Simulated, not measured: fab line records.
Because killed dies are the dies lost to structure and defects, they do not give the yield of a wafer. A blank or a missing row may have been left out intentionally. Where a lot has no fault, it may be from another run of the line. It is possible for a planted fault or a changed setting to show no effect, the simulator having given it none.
fab line records	flow n5_finfet
record lots=7	wafers=39
route steps=1938 shown BEOL_M6@1194 BEOL_M8@1332 BEOL_M11@1592 BEOL_M14@1764 MIM_BOT_LITHO@1860 PASSIVATION@1930
start_h: hours from the record's first day to the start of the lot's first wafer shown	wait_h: hours since the lot's step before	" repeats the value in the row above	L1.1+2: one row covering several wafers at once	- no value present, or no start provided	* or withheld: withheld	< > ~ a bound
route shown NAME@n: a module of which the file shows steps, and the number in the route of the first	usual: mean/standard deviation of fault-free wafers	same: alike in all rows	chamber/n: place in a boat	sites: the reading at each site	_std_site: standard deviation of those values	_edge_site: mean of outer sites minus mean of inner sites	radius_mm: how far each site lies from the wafer's centre	mask NAME#n: copy n	behind: the most recent tool/chamber to have shaped the wafer	hold: why the lot was held/for how many hours/how that ended	device: the transistor (n, p or np) that didn't switch	end of line: at the end of the route, the tests of the same wafers	a step without rows: its recipe alone	killed: dies that structure and defects cost at the first sort, which is not the same as the wafer's yield	map: a wafer's dies, marking killed ones x, the rest . and places with no die _
set.NAME: the setting that was run; set.NAME@STEP: the one run at that earlier step	model.NAME: the simulator's own value behind a step, which no gauge read
lots with deliberately changed settings; one table per step, one row per wafer
## steps
# step N5_BEOL_M6_ILD_DEP_00
# recipe material=SiCOH_lowk	target_thk_a=1797.5	temp_c=300	precursor=DEMS/porogen	pressure_torr=5	rf_w=500	time_s=33.4
lot.wafer	tool	chamber	start_h	wait_h	set.target_thk_a	model.SiCOH_lowk_of_BEOL_M6_ILD_DEP_00.thk_nm
L077.1	pecvd-02	1	206.90	0.0	1797.5	172.8
L077.2	"	2	"	"	1797.5	174.2
L077.3	"	0	"	"	738.5	72.4
L077.4	"	0	"	"	1797.5	179.6
L077.5	"	1	"	"	738.5	69.2
L077.6	"	2	"	"	738.5	71.8
L078.1	pecvd-02	2	213.88	0.0	1797.5	175.4
L078.2	"	1	"	"	836.8	79.4
L078.3	"	0	"	"	836.8	81.6
L078.4	"	0	"	"	836.8	82.2
L078.5	"	1	"	"	1797.5	177.8
L078.6	"	2	"	"	1797.5	179.2
L083.1	pecvd-03	1	247.27	0.0	1797.5	179.4
L083.2	"	0	"	"	2694	264
L083.3	"	2	"	"	2694	266.8
L083.4	"	2	"	"	1797.5	181.6
L083.5	"	1	"	"	2694	271
L083.6	"	0	"	"	1797.5	178.6
L085.1	pecvd-03	1	250.09	0.0	1797.5	177.8
L085.2	"	0	"	"	1797.5	175
L085.3	"	2	"	"	1423	138
L085.4	"	0	"	"	1423	138.6
L085.5	"	1	"	"	1423	139.8
L085.6	"	2	"	"	1797.5	178.8
L087.3	pecvd-02	1	255.99	0.0	1797.5	176.4
L087.5	"	1	"	"	1797.5	177.6
L087.6	"	2	"	"	1797.5	179.2
L093.1	pecvd-04	2	295.90	0.0	1797.5	177.8
L093.2+6	"	1	"	"	1797.5	181
L093.3	"	0	"	"	1797.5	178
L093.4	"	2	"	"	1797.5	178.2
L093.5	"	0	"	"	1797.5	180.2
L095.1	pecvd-03	1	316.35	0.0	1797.5	178.6
L095.2	"	0	"	"	1797.5	173
L095.3	"	2	"	"	1797.5	176.2
L095.4	"	1	"	"	1797.5	180.8
L095.5	"	0	"	"	1797.5	176
L095.6	"	2	"	"	1797.5	177.2
# step N5_BEOL_M6_CURE_74
# recipe temp_c=385	time_s=240	ambient=He/Ar	material=SiCOH_lowk
lot.wafer	tool	chamber	start_h	wait_h	set.target_thk_a@BEOL_M6_ILD_DEP_00	model.SiCOH_lowk_of_BEOL_M6_ILD_DEP_00.thk_nm
L077.1	uv_cure-01	2	206.97	0.0	1797.5	149
L077.2	"	2	"	"	1797.5	150
L077.3	"	2	"	"	738.5	62
L077.4	"	2	"	"	1797.5	154.8
L077.5	"	2	"	"	738.5	59.4
L077.6	"	2	"	"	738.5	61.6
L078.1	uv_cure-02	0	213.94	0.0	1797.5	151.2
L078.2	"	0	"	"	836.8	68
L078.3	"	0	"	"	836.8	69.8
L078.4	"	0	"	"	836.8	70.4
L078.5	"	0	"	"	1797.5	153.4
L078.6	"	0	"	"	1797.5	154.6
L083.1	uv_cure-03	1	247.45	0.2	1797.5	154.8
L083.2	"	1	"	"	2694	228.8
L083.3	"	1	"	"	2694	231.2
L083.4	"	1	"	"	1797.5	156.6
L083.5	"	1	"	"	2694	235
L083.6	"	1	"	"	1797.5	154
L085.1	uv_cure-02	1	250.15	0.0	1797.5	153.2
L085.2	"	1	"	"	1797.5	150.8
L085.3	"	1	"	"	1423	118.6
L085.4	"	1	"	"	1423	119.2
L085.5	"	1	"	"	1423	120.2
L085.6	"	1	"	"	1797.5	154.2
L087.3	uv_cure-01	0	256.22	0.2	1797.5	152.2
L087.5	"	0	"	"	1797.5	153.2
L087.6	"	0	"	"	1797.5	154.6
L093.1	uv_cure-02	1	296.12	0.2	1797.5	153.2
L093.2	"	1	"	"	1797.5	156.2
L093.3	"	1	"	"	1797.5	153.6
L093.4	"	1	"	"	1797.5	153.8
L093.5	"	1	"	"	1797.5	155.4
L093.6	"	1	"	"	1797.5	156
L095.1	uv_cure-03	2	316.41	0.0	1797.5	154
L095.2	"	2	"	"	1797.5	149.2
L095.3	"	2	"	"	1797.5	152
L095.4	"	2	"	"	1797.5	155.8
L095.5	"	2	"	"	1797.5	151.8
L095.6	"	2	"	"	1797.5	152.8
# step N5_BEOL_M6_THK_MEAS_01
# recipe reads=SiCOH_lowk_of_BEOL_M6_ILD_DEP_00
# usual M6_ILD_THK=154.3/2.2
lot.wafer	tool	chamber	start_h	wait_h	set.target_thk_a@BEOL_M6_ILD_DEP_00	M6_ILD_THK[nm]
L077.1	film_metro-02	-	207.48	0.4	1797.5	149.0
L077.2	"	-	"	"	1797.5	150.1
L077.3	"	-	"	"	738.5	62.0
L077.4	"	-	"	"	1797.5	154.8
L077.5	"	-	"	"	738.5	59.3
L077.6	"	-	"	"	738.5	61.6
L078.1	film_metro-01	-	214.46	0.4	1797.5	151.3
L078.2	"	-	"	"	836.8	68.1
L078.3	"	-	"	"	836.8	69.9
L078.4	"	-	"	"	836.8	70.4
L078.5	"	-	"	"	1797.5	153.2
L078.6	"	-	"	"	1797.5	154.7
L083.1	film_metro-02	-	247.96	0.4	1797.5	154.7
L083.2	"	-	"	"	2694	228.7
L083.3	"	-	"	"	2694	231.4
L083.4	"	-	"	"	1797.5	156.7
L083.5	"	-	"	"	2694	234.7
L083.6	"	-	"	"	1797.5	154.0
L085.1	film_metro-02	-	250.67	0.4	1797.5	153.2
L085.2	"	-	"	"	1797.5	151.0
L085.3	"	-	"	"	1423	118.7
L085.4	"	-	"	"	1423	119.2
L085.5	"	-	"	"	1423	120.2
L085.6	"	-	"	"	1797.5	154.2
L087.3	film_metro-02	-	256.57	0.3	1797.5	152.0
L087.5	"	-	"	"	1797.5	153.3
L087.6	"	-	"	"	1797.5	154.5
L093.1	film_metro-02	-	296.63	0.4	1797.5	153.2
L093.2	"	-	"	"	1797.5	156.1
L093.3	"	-	"	"	1797.5	153.6
L093.4	"	-	"	"	1797.5	153.8
L093.5	"	-	"	"	1797.5	155.3
L093.6	"	-	"	"	1797.5	156.0
L095.1	film_metro-01	-	316.93	0.4	1797.5	154.0
L095.2	"	-	"	"	1797.5	149.2
L095.3	"	-	"	"	1797.5	151.9
L095.4	"	-	"	"	1797.5	155.9
L095.5	"	-	"	"	1797.5	151.8
L095.6	"	-	"	"	1797.5	152.9
# step N5_BEOL_M8_ILD_DEP_00
# recipe material=SiCOH_lowk	target_thk_a=1797.5	temp_c=300	precursor=DEMS/porogen	pressure_torr=5	rf_w=500	time_s=33.4
lot.wafer	tool	chamber	start_h	wait_h	set.target_thk_a	model.SiCOH_lowk_of_BEOL_M8_ILD_DEP_00.thk_nm
L077.1	pecvd-02	0	224.37	0.0	1450	144.4
L077.2	"	2	"	"	1797.5	176.2
L077.3	"	1	"	"	1797.5	175.6
L077.4	"	1	"	"	1450	144
L077.5	"	2	"	"	1450	143.8
L077.6	"	0	"	"	1797.5	183
L078.1	pecvd-02	0	227.85	0.0	922.3	91
L078.2	"	2	"	"	922.3	87.4
L078.3	"	1	"	"	1797.5	174.4
L078.4	"	0	"	"	1797.5	182.8
L078.5	"	2	"	"	922.3	89.2
L078.6	"	1	"	"	1797.5	177.2
L083.1	pecvd-01	0	265.67	0.0	2495	249.4
L083.2	"	2	"	"	1797.5	177.4
L083.3	"	1	"	"	2495	247.6
L083.4	"	1	"	"	2495	251.6
L083.5	"	2	"	"	1797.5	179.2
L083.6	"	0	"	"	1797.5	183.8
L085.1	pecvd-02	1	267.05	0.0	1797.5	177.2
L085.2	"	2	"	"	1797.5	176.4
L085.3+4	"	0	"	"	1525	152.2
L085.5	"	2	"	"	1797.5	181
L085.6	"	1	"	"	1525	150.4
L087.3	pecvd-01	0	269.97	0.0	1797.5	180.2
L087.5	"	0	"	"	1797.5	181
L087.6	"	2	"	"	1797.5	178.8
L093.1	pecvd-02	1	311.98	0.0	809.9	78.6
L093.2	"	0	"	"	809.9	78.8
L093.3	"	2	"	"	809.9	77.6
L093.4	"	1	"	"	1797.5	178.4
L093.5	"	0	"	"	1797.5	179.2
L093.6	"	2	"	"	1797.5	177.8
L095.1	pecvd-01	1	330.56	0.0	1797.5	175.8
L095.2	"	2	"	"	1797.5	175.2
L095.3	"	0	"	"	1797.5	177.6
L095.4+5	"	2,1	"	"	1797.5	178.8
L095.6	"	0	"	"	1797.5	180.6
# step N5_BEOL_M8_CURE_74
# recipe temp_c=385	time_s=240	ambient=He/Ar	material=SiCOH_lowk
lot.wafer	tool	chamber	start_h	wait_h	set.target_thk_a@BEOL_M8_ILD_DEP_00	model.SiCOH_lowk_of_BEOL_M8_ILD_DEP_00.thk_nm
L077.1	uv_cure-02	1	224.43	0.0	1450	124.2
L077.2	"	1	"	"	1797.5	151.8
L077.3	"	1	"	"	1797.5	151.4
L077.4	"	1	"	"	1450	124
L077.5	"	1	"	"	1450	123.8
L077.6	"	1	"	"	1797.5	157.8
L078.1	uv_cure-01	2	227.92	0.0	922.3	78
L078.2	"	2	"	"	922.3	75
L078.3	"	2	"	"	1797.5	150.2
L078.4	"	2	"	"	1797.5	157.8
L078.5	"	2	"	"	922.3	76.4
L078.6	"	2	"	"	1797.5	152.8
L083.1	uv_cure-01	0	265.74	0.0	2495	216
L083.2	"	0	"	"	1797.5	153
L083.3	"	0	"	"	2495	214.4
L083.4	"	0	"	"	2495	217.8
L083.5	"	0	"	"	1797.5	154.6
L083.6	"	0	"	"	1797.5	158.6
L085.1	uv_cure-03	0	267.11	0.0	1797.5	152.8
L085.2	"	0	"	"	1797.5	152.2
L085.3+4	"	0	"	"	1525	131
L085.5	"	0	"	"	1797.5	156
L085.6	"	0	"	"	1525	129.4
L087.3	uv_cure-01	1	270.20	0.2	1797.5	155.4
L087.5	"	1	"	"	1797.5	156
L087.6	"	1	"	"	1797.5	154.2
L093.1	uv_cure-02	2	312.04	0.0	809.9	67.4
L093.2	"	2	"	"	809.9	67.6
L093.3	"	2	"	"	809.9	66.6
L093.4	"	2	"	"	1797.5	153.8
L093.5	"	2	"	"	1797.5	154.6
L093.6	"	2	"	"	1797.5	153.4
L095.1	uv_cure-02	2	330.62	0.0	1797.5	151.6
L095.2	"	2	"	"	1797.5	151.2
L095.3	"	2	"	"	1797.5	153
L095.4+5	"	2	"	"	1797.5	154.2
L095.6	"	2	"	"	1797.5	155.8
# step N5_BEOL_M8_THK_MEAS_01
# recipe reads=SiCOH_lowk_of_BEOL_M8_ILD_DEP_00
# usual M8_ILD_THK=153.9/2.1
lot.wafer	tool	chamber	start_h	wait_h	set.target_thk_a@BEOL_M8_ILD_DEP_00	M8_ILD_THK[nm]
L077.1	film_metro-01	-	224.95	0.4	1450	124.3
L077.2	"	-	"	"	1797.5	151.9
L077.3	"	-	"	"	1797.5	151.3
L077.4	"	-	"	"	1450	124.1
L077.5	"	-	"	"	1450	123.8
L077.6	"	-	"	"	1797.5	157.9
L078.1	film_metro-02	-	228.91	0.8	922.3	78.0
L078.2	"	-	"	"	922.3	75.0
L078.3	"	-	"	"	1797.5	150.4
L078.4	"	-	"	"	1797.5	157.8
L078.5	"	-	"	"	922.3	76.4
L078.6	"	-	"	"	1797.5	152.7
L083.1	film_metro-01	-	266.73	0.8	2495	216.0
L083.2	"	-	"	"	1797.5	153.0
L083.3	"	-	"	"	2495	214.3
L083.4	"	-	"	"	2495	217.7
L083.5	"	-	"	"	1797.5	154.6
L083.6	"	-	"	"	1797.5	158.7
L085.1	film_metro-01	-	267.62	0.4	1797.5	153.0
L085.2	"	-	"	"	1797.5	152.1
L085.3	"	-	"	"	1525	131.1
L085.4	"	-	"	"	1525	131.1
L085.5	"	-	"	"	1797.5	156.1
L085.6	"	-	"	"	1525	129.5
L087.3	film_metro-01	-	270.55	0.3	1797.5	155.3
L087.5	"	-	"	"	1797.5	156.2
L087.6	"	-	"	"	1797.5	154.2
L093.1	film_metro-01	-	312.56	0.4	809.9	67.4
L093.2	"	-	"	"	809.9	67.6
L093.3	"	-	"	"	809.9	66.6
L093.4	"	-	"	"	1797.5	153.9
L093.5	"	-	"	"	1797.5	154.7
L093.6	"	-	"	"	1797.5	153.4
L095.1	film_metro-01	-	331.14	0.4	1797.5	151.6
L095.2	"	-	"	"	1797.5	151.2
L095.3	"	-	"	"	1797.5	153.0
L095.4	"	-	"	"	1797.5	154.1
L095.5	"	-	"	"	1797.5	154.0
L095.6	"	-	"	"	1797.5	155.8
# step N5_BEOL_M11_CVD_75
# recipe material=Co	target_thk_a=20	temp_c=withheld	precursor=CCTBA/H2	pressure_torr=30	time_s=138.9
lot.wafer	tool	chamber	start_h	wait_h	set.target_thk_a	model.Co_of_BEOL_M11_CVD_75.thk_nm
L078.1+4+5	cvd_co-02	0,2,0	260.07	0.1	20	2
L078.2+6	"	1	"	"	13.32	1.2
L078.3	"	2	"	"	13.32	1.4
L077.1+2+3	cvd_co-02	1,2,0	262.02	0.0	20	2
L077.4+5+6	"	0,2,1	"	"	11.66	1.2
L085.1+4	cvd_co-02	1,0	296.89	0.0	20	2
L085.2	"	2	"	"	26.48	2.8
L085.3+5	"	0,1	"	"	26.48	2.6
L085.6	"	2	"	"	20	2.2
L083.1+2	cvd_co-01	0,2	296.95	0.1	20	2
L083.3	"	1	"	"	29.84	3.2
L083.4	"	1	"	"	20	2.2
L083.5+6	"	2,0	"	"	29.84	3
L087.3+5+6	cvd_co-02	2,0,1	303.98	0.1	20	2
L093.1+4+5	cvd_co-01	1,0,1	341.98	0.1	24.98	2.4
L093.2+6	"	2	"	"	20	1.8
L093.3	"	0	"	"	20	2
L095.1+3+4+6	cvd_co-02	1,2,2,1	364.45	0.1	20	2
L095.2+5	"	0	"	"	20	1.8
# step N5_BEOL_M14_SPUTTER_45
# recipe material=Cu	target_thk_a=1000	temp_c=-20	bias_v=60	power_w=26000	chamber_pressure_pa=0.13	time_s=16.67
lot.wafer	tool	chamber	start_h	wait_h	set.target_thk_a
L077.1+3+4	pvd_sputter-03	-	277.07	0.0	474.8
L077.2+5+6	"	-	"	"	1000
L078.1+3+6	pvd_sputter-02	-	277.11	0.0	495
L078.2+4+5	"	-	"	"	1000
L085.1+2+3+4+5+6	pvd_sputter-02	-	317.95	0.0	1000
L083.1+2+3+4+5+6	pvd_sputter-03	-	322.50	0.0	1000
L087.3+5+6	pvd_sputter-01	-	326.06	0.0	1000
L093.1+2+3+4+5+6	pvd_sputter-03	-	362.04	0.0	1000
L095.1+4+5	pvd_sputter-03	-	383.25	0.0	637.7
L095.2+3+6	"	-	"	"	1000
# step N5_BEOL_M14_ECD_47
# recipe material=Cu	target_thk_a=12480
# step N5_BEOL_M14_ANNEAL_48
# recipe temp_c=225	time_s=90	ambient=N2
# step N5_BEOL_M14_DEP_53
# recipe material=SiCN	target_thk_a=500	temp_c=withheld	precursor=3MS/NH3	pressure_torr=3	rf_w=675	time_s=17.8
# step N5_BEOL_M14_INSPECT_55
# recipe inspect_instrument=darkfield	mode=post_dep
# usual raw_defect_count=65/20
lot.wafer	tool	chamber	start_h	wait_h	set.target_thk_a@BEOL_M14_SPUTTER_45	raw_defect_count
L077.1	defect_inspect-01	-	278.12	0.0	474.8	229
L077.2	"	-	"	"	1000	47
L077.3	"	-	"	"	474.8	178
L077.4	"	-	"	"	474.8	216
L077.5	"	-	"	"	1000	49
L077.6	"	-	"	"	1000	45
L078.1	defect_inspect-02	-	278.22	0.0	495	165
L078.2	"	-	"	"	1000	50
L078.3	"	-	"	"	495	221
L078.4	"	-	"	"	1000	57
L078.5	"	-	"	"	1000	66
L078.6	"	-	"	"	495	232
L085.1	defect_inspect-01	-	319.04	0.0	1000	118
L085.2	"	-	"	"	1000	109
L085.3	"	-	"	"	1000	102
L085.4	"	-	"	"	1000	78
L085.5	"	-	"	"	1000	74
L085.6	"	-	"	"	1000	95
L083.1	defect_inspect-01	-	323.56	0.0	1000	80
L083.2	"	-	"	"	1000	54
L083.3	"	-	"	"	1000	71
L083.4	"	-	"	"	1000	37
L083.5	"	-	"	"	1000	76
L083.6	"	-	"	"	1000	52
L087.3	defect_inspect-01	-	327.26	0.0	1000	73
L087.5	"	-	"	"	1000	46
L087.6	"	-	"	"	1000	54
L093.1	defect_inspect-02	-	363.10	0.0	1000	72
L093.2	"	-	"	"	1000	54
L093.3	"	-	"	"	1000	66
L093.4	"	-	"	"	1000	62
L093.5	"	-	"	"	1000	70
L093.6	"	-	"	"	1000	39
L095.1	defect_inspect-02	-	384.58	0.0	637.7	75
L095.2	"	-	"	"	1000	59
L095.3	"	-	"	"	1000	41
L095.4	"	-	"	"	637.7	72
L095.5	"	-	"	"	637.7	103
L095.6	"	-	"	"	1000	50
# step N5_MIM_BOT_LITHO_DEVELOP_07
# recipe develop_time_s=60	rinse_liquid=diw	dry=air_spin	dev_temp_c=21
lot.wafer	tool	chamber	start_h	wait_h	set.develop_time_s
L077.1+3+5	litho_track-01	0	-	-	60
L077.2+4+6	"	0	"	"	79.72
L078.1+2+3+4+5+6	litho_track-04	0	-	-	60
L085.1+5+6	litho_track-01	0	-	-	60
L085.2+3+4	"	0	"	"	39.18
L083.1+2+5	litho_track-05	0	-	-	84.62
L083.3+4+6	"	0	"	"	60
L087.3+5+6	litho_track-04	0	-	-	60
L093.1+3+6	litho_track-04	0	-	-	60
L093.2+4+5	"	0	"	"	39.03
L095.1+2+3	litho_track-04	0	-	-	79.56
L095.4+5+6	"	0	"	"	60
# step N5_MIM_BOT_LITHO_HARDBAKE_09
# recipe temp_c=130	time_s=120
# step N5_MIM_BOT_LITHO_CD_MEAS_08
# recipe target_cd_nm=3000	landing_energy_ev=500	detector=se_inlens	polarity=opening
# usual cd_nm=3000.8/2
lot.wafer	tool	chamber	start_h	wait_h	set.develop_time_s@MIM_BOT_LITHO_DEVELOP_07	cd_nm
L077.1	cd_sem-03	0	291.16	-	60	3004.4
L077.2	"	0	"	"	79.72	3007.4
L077.3	"	0	"	"	60	3004.4
L077.4	"	0	"	"	79.72	3008.1
L077.5	"	0	"	"	60	3004.8
L077.6	"	0	"	"	79.72	3007.1
L078.1	cd_sem-02	0	291.41	-	60	2999.7
L078.2	"	0	"	"	60	2998.5
L078.3	"	0	"	"	60	2996.3
L078.4	"	0	"	"	60	2998.6
L078.5	"	0	"	"	60	2996.3
L078.6	"	0	"	"	60	2998.9
L085.1	cd_sem-01	0	333.26	-	60	3003.8
L085.2	"	0	"	"	39.18	2993.7
L085.3	"	0	"	"	39.18	2994.5
L085.4	"	0	"	"	39.18	2994.5
L085.5	"	0	"	"	60	3002.8
L085.6	"	0	"	"	60	3002.9
L083.1	cd_sem-01	0	335.55	-	84.62	3008.2
L083.2	"	0	"	"	84.62	3008.8
L083.3	"	0	"	"	60	3002.9
L083.4	"	0	"	"	60	2999.7
L083.5	"	0	"	"	84.62	3005.0
L083.6	"	0	"	"	60	3000.9
L087.3	cd_sem-01	0	341.53	-	60	2999.4
L087.5	"	0	"	"	60	3000.1
L087.6	"	0	"	"	60	3001.0
L093.1	cd_sem-02	0	378.01	-	60	2999.0
L093.2	"	0	"	"	39.03	2987.9
L093.3	"	0	"	"	60	3000.6
L093.4	"	0	"	"	39.03	2991.9
L093.5	"	0	"	"	39.03	2991.3
L093.6	"	0	"	"	60	3000.8
L095.1	cd_sem-02	0	394.16	-	79.56	3006.8
L095.2	"	0	"	"	79.56	3005.4
L095.3	"	0	"	"	79.56	3008.7
L095.4	"	0	"	"	60	3002.5
L095.5	"	0	"	"	60	3002.3
L095.6	"	0	"	"	60	3004.3
# step N5_PASSIVATION_ETCH_54
# recipe chemistry=CHF3/O2	target=SiO2	target_depth_a=8800	CHF3_flow_sccm=50	O2_flow_sccm=5	Ar_flow_sccm=200	time_s=440	mask_material=PR	pressure_mtorr=30	source_w=650	bias_w=170	ion_energy_ev=200
lot.wafer	tool	chamber	start_h	wait_h	set.target_depth_a	model.PASSIVATION.feature_depth_nm	model.etch.depth_nm
L077.1	rie_diel-06	0	296.68	0.1	8800	881.8	881.7
L077.2	"	3	"	"	8800	933.8	933.9
L077.3	"	2	"	"	13420	1375	1375
L077.4	"	1	"	"	13420	1352	1352
L077.5	"	3	"	"	8800	927	927
L077.6	"	0	"	"	13420	1356	1356
L078.1	rie_diel-02	3	297.93	0.1	8800	872.4	872.4
L078.2	"	1	"	"	8800	885.2	885.2
L078.3	"	2	"	"	8800	917.6	917.7
L078.4	"	0	"	"	8800	889.2	889.1
L078.5	"	1	"	"	8800	889.2	889.2
L078.6	"	2	"	"	8800	911	911
L085.1	rie_diel-03	2	341.73	0.1	8800	897.8	897.8
L085.2	"	0	"	"	8800	868	868
L085.3	"	3	"	"	8800	887.8	887.8
L085.4	"	1	"	"	8800	904.6	904.6
L085.5	"	2	"	"	8800	888.2	888.2
L085.6	"	1	"	"	8800	889.4	889.3
L083.1	rie_diel-06	0	345.89	0.1	8800	867.2	867.2
L083.2	"	2	"	"	8800	892	892
L083.3	"	3	"	"	8800	916	916
L083.4	"	1	"	"	8800	873.4	873.3
L083.5	"	3	"	"	8800	910.6	910.6
L083.6	"	2	"	"	8800	897.2	897.3
L087.3	rie_diel-06	2	349.46	0.1	8800	903	903
L087.5	"	0	"	"	8800	875.8	875.8
L087.6	"	1	"	"	8800	873.4	873.4
L093.1	rie_diel-03	0	386.42	0.1	8800	871.8	871.8
L093.2	"	2	"	"	4647	477	477.1
L093.3	"	1	"	"	8800	895.4	895.5
L093.4	"	3	"	"	8800	886.6	886.7
L093.5	"	1	"	"	4647	477	477
L093.6	"	0	"	"	4647	454.8	454.8
L095.1	rie_diel-02	1	400.24	0.1	12250	1228	1228
L095.2	"	0	"	"	12250	1220	1220
L095.3	"	2	"	"	8800	909.6	909.7
L095.4	"	3	"	"	8800	875.2	875.2
L095.5	"	3	"	"	12250	1216	1216
L095.6	"	0	"	"	8800	878	878.1
## key
split step=N5_BEOL_M6_ILD_DEP_00	setting=target_thk_a	stated=1797.5	by=wafer
response step=N5_BEOL_M6_ILD_DEP_00	reading=model.SiCOH_lowk_of_BEOL_M6_ILD_DEP_00.thk_nm	change=+1.78	per=1%	r=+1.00
response step=N5_BEOL_M6_CURE_74	reading=model.SiCOH_lowk_of_BEOL_M6_ILD_DEP_00.thk_nm	change=+1.55	per=1%	r=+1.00
response step=N5_BEOL_M6_THK_MEAS_01	reading=M6_ILD_THK	change=+1.55	per=1%	r=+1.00
split step=N5_BEOL_M8_ILD_DEP_00	setting=target_thk_a	stated=1797.5	by=wafer
response step=N5_BEOL_M8_ILD_DEP_00	reading=model.SiCOH_lowk_of_BEOL_M8_ILD_DEP_00.thk_nm	change=+1.81	per=1%	r=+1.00
response step=N5_BEOL_M8_CURE_74	reading=model.SiCOH_lowk_of_BEOL_M8_ILD_DEP_00.thk_nm	change=+1.57	per=1%	r=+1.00
response step=N5_BEOL_M8_THK_MEAS_01	reading=M8_ILD_THK	change=+1.57	per=1%	r=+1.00
split step=N5_BEOL_M11_CVD_75	setting=target_thk_a	stated=20	by=wafer
response step=N5_BEOL_M11_CVD_75	reading=model.Co_of_BEOL_M11_CVD_75.thk_nm	change=+0.0201	per=1%	r=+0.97
split step=N5_BEOL_M14_SPUTTER_45	setting=target_thk_a	stated=1000	by=wafer
response step=N5_BEOL_M14_INSPECT_55	reading=raw_defect_count	change=-2.59	per=1%	r=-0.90
split step=N5_MIM_BOT_LITHO_DEVELOP_07	setting=develop_time_s	stated=60	by=wafer
response step=N5_MIM_BOT_LITHO_CD_MEAS_08	reading=cd_nm	change=+0.181	per=1%	r=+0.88
split step=N5_PASSIVATION_ETCH_54	setting=target_depth_a	stated=8800	by=wafer
response step=N5_PASSIVATION_ETCH_54	reading=model.PASSIVATION.feature_depth_nm	change=+8.61	per=1%	r=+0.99
response step=N5_PASSIVATION_ETCH_54	reading=model.etch.depth_nm	change=+8.61	per=1%	r=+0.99
